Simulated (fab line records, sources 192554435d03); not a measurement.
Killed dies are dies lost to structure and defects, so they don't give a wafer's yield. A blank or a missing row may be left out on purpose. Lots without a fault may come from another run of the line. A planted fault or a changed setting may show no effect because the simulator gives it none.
A struck lot beside a sound one | flow n5_finfet | 40 steps out of a route of 1938
Sound: wafers L580.2, L580.3, L580.4. Struck: wafers L590.2, L590.6. The cause comes at the end.
At each step with rows: each side's tool, then ch and its chambers, then its first start. Under that, the readings that differ: sound wafers | struck wafers | difference of the means | sigmas: that difference in standard deviations of wafers without a fault.
alike: readings whose means differ by less than 2 such deviations, and words and numbers that are the same on both sides. not compared: withheld readings, readings that some wafer has no value for, bounds like >300 that may hide the same value, and numbers for which the record gives no deviation and whose values overlap.
The two part at a step that has a row with sigmas, a row that says differs or no value, or rows on one side only. Numbers that don't overlap but have no deviation are shown without sigmas and don't part them. A reading that every wafer of one side lacks parts them only if that side has two wafers or more.

first, 2 steps without rows for these wafers: N5_MOL_CONTACT_COAG_CONTACT_ETCH_14 (etches SiO2 in C4F6/O2, target depth 27.5 nm, overetch 8.5 nm, time 20 s); N5_MOL_CONTACT_COAG_STRIP_109 (strips in C4F6/O2).
N5_MOL_CONTACT_COAG_ETCH_15: etches SiNx in CH3F/O2, stops on Si:P, target depth 7 nm.
  sound on rie_diel-02 ch 0,1,2, day 6 00:57; struck on rie_diel-02 ch 2, day 8 11:06
  alike: drypump_motor_current_A, oes_product_au, rf_vpp_V, showerhead_plenum_p_Torr, throttle_valve_pct
  not compared: rf_hours_counter_h
then, 2 steps without rows for these wafers: N5_MOL_CONTACT_COAG_ETCH_110 (etches Si in CF4/O2, target depth 2.5 nm, time 8 s); N5_MOL_CONTACT_COAG_STRIP_98 (strips in N2/H2).
N5_MOL_CONTACT_COAG_CD_MEAS_99: target cd 17.2 nm.
  sound on cd_sem-01, day 6 01:08; struck on cd_sem-03, day 8 11:17
  alike: cd_nm
then, 2 steps without rows for these wafers: N5_MOL_CONTACT_COAG_IMPLANT_129; N5_MOL_CONTACT_COAG_PRECLEAN_111 (cleans in NF3:NH3, afs cycles 1, time 20 s, sublimation time 60 s).
N5_MOL_CONTACT_COAG_TI_SIL_19: material Ti, target thk 4.2 nm, time 15 s.
  sound on pvd_sputter-02, day 6 01:46; struck on pvd_sputter-01, day 8 11:49
  alike: throttle_valve_pct
then, 2 steps without rows for these wafers: N5_MOL_CONTACT_COAG_ALD_20 (deposits TiN, target thk 1.5 nm, pulse time 1 s, purge time 3 s); N5_MOL_CONTACT_COAG_SIL_ANNEAL_21 (time 60 s).
N5_MOL_CONTACT_COAG_PRE_CLEAN_141: time 60 s.
  sound on pvd_sputter-02, day 6 04:38; struck on pvd_sputter-03, day 8 12:43
  alike: heater_power_w
N5_MOL_CONTACT_COAG_SPUTTER_143: material Co, target thk 2.5 nm.
  sound on pvd_sputter-02, day 6 04:41; struck on pvd_sputter-03, day 8 12:47
  alike: throttle_valve_pct
N5_MOL_CONTACT_COAG_CO_FILL_22: material Co, precursor CCTBA/H2, target thk 20 nm.
  sound on cvd_co-02 ch 0,2, day 6 04:49; struck on cvd_co-01 ch 0,1, day 8 12:55
  alike: heater_power_outer_w, heater_power_w
then, 10 steps without rows for these wafers: N5_MOL_CONTACT_COAG_ANNEAL_113 (time 300 s); N5_MOL_CONTACT_COAG_PRE_CLEAN_142 (time 60 s); N5_MOL_CONTACT_COAG_SPUTTER_130 (material Co, target thk 47.5 nm); N5_MOL_CONTACT_COAG_PRECLEAN_125 (cleans in DIW, time 57.5 s); N5_MOL_CONTACT_COAG_SRD_126 (dry time 32 s); N5_MOL_CONTACT_COAG_CMP_23 (polishes, stops on SiO2, t overpolish 1.5 s, target thk 0 nm); N5_MOL_CONTACT_COAG_WET_ETCH_26 (target Co, target depth 13 nm); N5_MOL_CONTACT_COAG_WET_ETCH_116 (etches the open film in SC1-inhibited, target depth 4.6 nm, rinse time 30 s); N5_MOL_CONTACT_COAG_ALD_27 (deposits SiOC, target thk 17 nm, pulse time 1.5 s, time 2720 s); N5_MOL_CONTACT_COAG_CMP_28 (polishes, stops on SiNx, t overpolish 0.85 s, target thk 14.522 nm).
N5_MOL_CONTACT_COAG_THK_MEAS_29:
  sound on film_metro-02, day 6 10:52; struck on film_metro-01, day 8 18:51
  alike: MD_CAP_THK
then, 11 steps without rows for these wafers: N5_MOL_CONTACT_COAG_ALD_123 (deposits SiNx, target thk 5 nm, pulse time 1 s, purge time 2 s); N5_MOL_CONTACT_COAG_PECVD_31 (deposits SiO2 from TEOS/O2, target thk 46 nm, time 8.9 s); N5_MOL_CONTACT_COAG_COAT_75 (time 60 s, resist thk 60 nm); N5_MOL_CONTACT_COAG_COAT_76 (time 60 s, resist thk 10 nm); N5_MOL_CONTACT_COAG_COAT_77 (time 60 s, resist thk 10 nm); N5_MOL_CONTACT_COAG_COAT_78 (resist thk 40 nm); N5_MOL_CONTACT_COAG_EBR_80; N5_MOL_CONTACT_COAG_SOFTBAKE_79 (time 60 s); N5_MOL_CONTACT_COAG_EXPOSE_81 (exposes mask VG, defocus 0 nm); N5_MOL_CONTACT_COAG_PEB_82 (peb time 60 s); N5_MOL_CONTACT_COAG_DEVELOP_83 (develop time 30 s).
N5_MOL_CONTACT_COAG_CD_MEAS_84: target cd 25.1 nm.
  sound on cd_sem-01 ch 0, day 6 11:45; struck on cd_sem-02 ch 0, day 8 19:44
  alike: cd_nm
N5_MOL_CONTACT_COAG_OVL_MEAS_85:
  sound on overlay-02 ch 0, day 6 11:47; struck on overlay-01 ch 0, day 8 19:46
  alike: VG_OVL
N5_MOL_CONTACT_COAG_DESCUM_88: chemistry O2, time 7 s.
  sound on rie_diel-04 ch 0,1,2, day 6 12:03; struck on rie_diel-04 ch 3, day 8 19:51
  alike: drypump_motor_current_A, oes_product_au, rf_vpp_V, showerhead_plenum_p_Torr, temp_c, throttle_valve_pct
  not compared: rf_hours_counter_h
-- the record jumps here: 7 days lie between the struck wafers' starts before and after (it left off in module MOL_CONTACT_COAG and takes up again in module PASSIVATION, whose first step shown is number 1936 of the route) --
N5_PASSIVATION_PROBE_49:
  the record has rows for the struck wafers here (prober-02, day 16 00:16) and none for the sound ones

WHERE THEY PART
Only at N5_PASSIVATION_PROBE_49, within this record.

WHY: what the simulator had put in
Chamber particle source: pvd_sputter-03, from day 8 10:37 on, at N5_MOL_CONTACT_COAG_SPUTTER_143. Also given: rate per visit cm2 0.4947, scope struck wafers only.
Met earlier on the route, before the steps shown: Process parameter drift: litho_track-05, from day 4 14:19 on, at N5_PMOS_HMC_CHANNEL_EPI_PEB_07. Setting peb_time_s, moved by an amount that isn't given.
